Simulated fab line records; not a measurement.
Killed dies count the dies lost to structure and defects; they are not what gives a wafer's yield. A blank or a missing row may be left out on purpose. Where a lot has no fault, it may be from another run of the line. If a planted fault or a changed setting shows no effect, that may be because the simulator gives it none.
Chamber matching	flow n5_finfet	rie_diel-03 running N5_BEOL_M8_ETCH_66: 4 sister chambers
The step etches SOC in N2/H2, target depth 80 nm, overetch 16 nm, time 120 s. 4 wafers are shown with their chamber, then 7 later ones without.

## WAFERS, EACH WITH ITS CHAMBER
wafer	chamber	showerhead_plenum_p_Torr (Torr)
L088.2	2	2.57
L088.5	1	2.58
L094.1	0	2.66
L094.5	3	2.52

## WAFERS WITH NO CHAMBER GIVEN
wafer	showerhead_plenum_p_Torr (Torr)
L094.6	2.56
L096.1	2.57
L096.2	2.52
L096.4	2.56
L095.2	2.57
L095.3	2.66
L095.4	2.52

## EACH ONE'S CHAMBER
wafer	from the rows above	in truth
L094.6	can't be placed: 2 or 1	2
L096.1	can't be placed: 2 or 1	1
L096.2	3	3
L096.4	can't be placed: 2 or 1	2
L095.2	can't be placed: 2 or 1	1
L095.3	0	0
L095.4	3	3
Placed correctly: 3 of 7. These rows do not allow placing 4 (true chamber among the candidates in 4). 0 placed wrongly.
How it was worked out, from the rows above alone: a wafer's distance from a chamber is the root of the sum, over the readings, of the square of ((its reading less the chamber's mean) divided by the reading's scatter). If the next closest chamber is less than 2 further off than the closest, the wafer can't be placed; otherwise it belongs to the closest. Each chamber's mean is taken over the wafers shown for it. The scatter: with one shown wafer a chamber, the root of the mean of the squares of how far each hidden wafer lies from its nearest shown one.
